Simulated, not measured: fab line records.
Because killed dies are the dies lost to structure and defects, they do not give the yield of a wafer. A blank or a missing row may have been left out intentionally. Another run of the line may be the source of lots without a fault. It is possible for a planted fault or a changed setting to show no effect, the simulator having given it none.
Which of the tools did it? ; flow n5_finfet ; 27 wafers from 9 lots sampled at 5 of the route's 1938 steps

== WHAT THE GAUGES SHOWED, per wafer ==
N5_BEOL_M4_RC_MEAS_101. Usual: DIBL_N 36.3 mV/V, standard deviation 2; DIBL_P 36.3 mV/V, standard deviation 2.4; IOFF_N 0.16 nA/um, standard deviation 0.034; IOFF_P 0.21 nA/um, standard deviation 0.035; ION_N 672 uA/um, standard deviation 12; ION_P 459 uA/um, standard deviation 6.5; SS_N 71.6 mV/dec, standard deviation 0.67; SS_P 73.3 mV/dec, standard deviation 0.71; VT_N 250 mV, standard deviation 3.5; VT_P -251 mV, standard deviation 3.
lot;measured;on;DIBL_N (mV/V);DIBL_P (mV/V);IOFF_N (nA/um);IOFF_P (nA/um);ION_N (uA/um);ION_P (uA/um);SS_N (mV/dec);SS_P (mV/dec);VT_N (mV);VT_P (mV);flag
L125;day 8 07:41;prober-02;32.6 32.3 32.3;31.7 31.6 31.5;0.10 0.10 0.10;0.15 0.15 0.15;651 653 664;456 453 456;70.0 69.8 70.1;72.0 71.8 72.1;259 256 257;-256 -253 -254;
L126;day 8 16:58;prober-02;35.0 33.2 33.3;34.4 31.5 32.3;0.14 0.10 0.11;0.18 0.13 0.15;666 647 650;453 440 452;71.1 70.8 70.9;73.2 72.8 72.7;249 256 256;-254 -256 -253;
L132;day 11 02:29;prober-02;36.2 40.1 39.7;34.9 40.8 37.9;0.14 0.23 0.20;0.16 0.26 0.21;668 681 677;452 462 453;71.8 72.4 73.6;73.0 73.9 73.3;253 245 252;-257 -251 -252;
L134;day 11 15:45;prober-01;36.1 35.3 37.2;37.2 36.9 38.8;0.15 0.16 0.19;0.21 0.21 0.23;664 692 683;455 476 462;71.5 71.4 72.4;73.3 73.0 73.6;249 247 246;-251 -251 -249;
L138;day 12 22:51;prober-01;33.0 36.1 35.6;33.7 36.9 36.2;0.12 0.17 0.15;0.18 0.23 0.22;658 656 669;457 454 455;71.0 71.5 71.2;72.3 73.2 73.1;253 250 250;-250 -248 -251;
L143;day 13 08:12;prober-02;36.1 35.3 33.6;35.6 35.6 32.8;0.18 0.17 0.13;0.19 0.19 0.15;695 681 672;465 459 451;71.7 71.2 71.2;73.0 72.9 72.8;246 247 252;-253 -252 -256;
L144;day 14 05:52;prober-01;37.9 37.1 40.2;38.8 37.0 40.1;0.20 0.18 0.24;0.25 0.22 0.28;699 679 693;473 463 469;72.3 71.9 72.8;74.4 73.8 74.6;245 246 243;-248 -249 -250;
L145;day 14 01:46;prober-02;36.8 33.8 34.3;36.2 32.4 33.0;0.16 0.12 0.13;0.20 0.15 0.16;676 666 672;458 460 459;71.6 70.9 70.7;74.0 72.0 72.4;251 255 253;-249 -256 -252;
L146;day 14 14:23;prober-01;36.8 37.2 36.1;37.1 37.9 36.1;0.19 0.20 0.18;0.22 0.24 0.21;680 679 684;459 459 462;71.8 72.0 72.0;73.0 73.4 72.6;248 246 245;-249 -248 -251;

== WHAT TOOL EACH LOT RAN ON (gives the tool, then ch and the chambers of the sampled wafers, and finally the start) ==
lot;N5_BEOL_M0_ETCH_138;N5_BEOL_M0_TRENCH_ETCH_107;N5_BEOL_M0_ALD_136;N5_BEOL_M0_SPUTTER_116
L125;rie_diel-02 ch 0,2, day 6 04:59;rie_diel-05 ch 2,3, day 6 08:26;ald_metal-02 ch 0,2, day 6 09:33;pvd_sputter-02, day 6 10:20
L126;rie_diel-02 ch 0,1,2, day 6 12:07;rie_diel-02 ch 0,1,3, day 6 16:26;ald_metal-02 ch 0,2,3, day 6 17:49;pvd_sputter-01, day 6 18:21
L132;rie_diel-05 ch 2,3, day 7 23:11;rie_diel-05 ch 2,3, day 7 23:57;ald_metal-02 ch 1,3, day 8 01:09;pvd_sputter-02, day 8 02:28
L134;rie_diel-02 ch 0,1,2, day 8 11:04;rie_diel-02 ch 2,3, day 8 12:06;ald_metal-02 ch 0,2,3, day 8 12:58;pvd_sputter-03, day 8 13:51
L138;rie_diel-05 ch 0,1, day 9 15:31;rie_diel-06 ch 0,1,2, day 9 16:07;ald_metal-01 ch 2,3, day 9 16:52;pvd_sputter-03, day 9 18:53
L143;rie_diel-05 ch 1, day 10 20:38;rie_diel-06 ch 0,1,2, day 11 02:04;ald_metal-01 ch 0,1, day 11 02:37;pvd_sputter-02, day 11 03:03
L144;rie_diel-06 ch 0,2,3, day 11 04:55;rie_diel-05 ch 0,2,3, day 11 07:02;ald_metal-02 ch 1,2,3, day 11 07:51;pvd_sputter-02, day 11 09:01
L145;rie_diel-02 ch 0,2, day 11 05:43;rie_diel-06 ch 0,1,3, day 11 07:05;ald_metal-04 ch 0,1, day 11 07:44;pvd_sputter-02, day 11 08:35
L146;rie_diel-06 ch 0,1, day 11 11:29;rie_diel-05 ch 1,2,3, day 11 13:04;ald_metal-02 ch 2,3, day 11 14:01;pvd_sputter-02, day 11 14:30
- N5_BEOL_M0_ETCH_138: etches SiCN in CH3F/O2, target depth 12 nm, time 31.6 s.
- N5_BEOL_M0_TRENCH_ETCH_107: etches SiOC in C4F6/O2, target depth 32.8 nm, time 16.4 s.
- N5_BEOL_M0_ALD_136: deposits TaN, pulse time 2 s, purge time 3 s, co reactant purge time 2 s.
- N5_BEOL_M0_SPUTTER_116: material Cu, target thk 4 nm, time 7.37 s.

== AS READ BY THE TOOLS THEMSELVES (means over the sampled wafers that have a number; for cases with no such wafer, the mark the record gives instead) ==
N5_BEOL_M0_ETCH_138. Usual: drypump_motor_current_A 6.0 A, standard deviation 0.55; etch_rf_on_time_s 29.6 s, standard deviation 0.94; oes_product_au 0.65 a.u., standard deviation 0.049; rf_vpp_V 297.4 V, standard deviation 1.5; showerhead_plenum_p_Torr 2.00 Torr, standard deviation 0.06; throttle_valve_pct 16.38 %, standard deviation 0.26.
lot;tool;drypump_motor_current_A (A);etch_rf_on_time_s (s);oes_product_au (a.u.);rf_vpp_V (V);showerhead_plenum_p_Torr (Torr);throttle_valve_pct (%);flag
L125;rie_diel-02;6.0;29.7;0.68;297.4;2.02;16.28;
L126;rie_diel-02;6.2;29.6;0.70;297.9;2.05;16.21;
L132;rie_diel-05;6.0;30.2;0.65;296.5;1.99;16.53;
L134;rie_diel-02;6.2;29.2;0.68;298.4;2.04;16.25;
L138;rie_diel-05;6.5;29.1;0.68;297.4;2.03;16.27;
L143;rie_diel-05;6.7;31.2;0.64;298.7;2.02;16.08;
L144;rie_diel-06;5.2;30.7;0.59;297.2;1.95;16.50;
L145;rie_diel-02;5.8;28.7;0.65;297.0;1.99;16.39;
L146;rie_diel-06;5.6;29.4;0.58;294.9;1.89;16.71;

N5_BEOL_M0_TRENCH_ETCH_107. Usual: drypump_motor_current_A 5.9 A, standard deviation 0.57; oes_product_au 0.75 a.u., standard deviation 0.059; rf_vpp_V 672 V, standard deviation 12; showerhead_plenum_p_Torr 2.83 Torr, standard deviation 0.086; throttle_valve_pct 21.0 %, standard deviation 0.3.
lot;tool;drypump_motor_current_A (A);oes_product_au (a.u.);rf_vpp_V (V);showerhead_plenum_p_Torr (Torr);throttle_valve_pct (%);flag
L125;rie_diel-05;5.9;0.77;667;2.83;21.1;
L126;rie_diel-02;6.0;0.79;668;2.91;20.9;
L132;rie_diel-05;5.7;0.81;672;2.81;21.0;
L134;rie_diel-02;5.8;0.74;665;2.85;21.0;
L138;rie_diel-06;5.4;0.68;670;2.78;21.2;
L143;rie_diel-06;5.4;0.68;670;2.78;21.3;
L144;rie_diel-05;6.1;0.77;674;2.83;21.0;
L145;rie_diel-06;5.4;0.70;667;2.70;21.0;
L146;rie_diel-05;6.2;0.75;672;2.83;20.9;

N5_BEOL_M0_ALD_136. Usual: heater_power_w 409 W, standard deviation 50; susceptor_temp_C 275.01 C, standard deviation 0.2.
lot;tool;heater_power_w (W);susceptor_temp_C (C);flag
L125;ald_metal-02;439;274.95;
L126;ald_metal-02;409;275.05;
L132;ald_metal-02;404;-;OFF
L134;ald_metal-02;405;-;OFF
L138;ald_metal-01;379;275.04;
L143;ald_metal-01;419;274.98;
L144;ald_metal-02;423;274.88;
L145;ald_metal-04;377;274.89;
L146;ald_metal-02;370;275.16;

N5_BEOL_M0_SPUTTER_116. Usual: susceptor_temp_C -20.00 C, standard deviation 0.11; throttle_valve_pct 30.1 %, standard deviation 1.1.
lot;tool;susceptor_temp_C (C);throttle_valve_pct (%);flag
L125;pvd_sputter-02;-20.01;29.9;
L126;pvd_sputter-01;-20.03;30.7;
L132;pvd_sputter-02;-20.00;30.5;
L134;pvd_sputter-03;-20.09;30.2;
L138;pvd_sputter-03;-19.93;29.6;
L143;pvd_sputter-02;-19.99;30.5;
L144;pvd_sputter-02;-19.98;30.5;
L145;pvd_sputter-02;-19.97;28.6;
L146;pvd_sputter-02;-20.02;28.9;

== THE ANSWER, worked out from the rows above alone ==
Rule: take the mean of a lot's wafers that have a number; if it is more than 3 standard deviations from the usual mean, the lot is off. Also off: a lot with no number at a reading for which 4 or more lots have one. The other lots that the step has rows for count as sound. After the gauges, taken in route order, come the tools' own readings; for these a lot's mean is taken, as printed above. The first step at which some lot is off is used, and at that step the reading that is off furthest; a lot without a number counts as furthest.
Off: L132, L134 (N5_BEOL_M0_ALD_136, susceptor_temp_C). Without a number there: L132, L134.
A tool fits if, at that step or a process step before it, it ran every lot that is off, and no sound lot after the first of them. Of those tried, none fits.

== WHAT THE SIMULATOR HAD INSERTED ==
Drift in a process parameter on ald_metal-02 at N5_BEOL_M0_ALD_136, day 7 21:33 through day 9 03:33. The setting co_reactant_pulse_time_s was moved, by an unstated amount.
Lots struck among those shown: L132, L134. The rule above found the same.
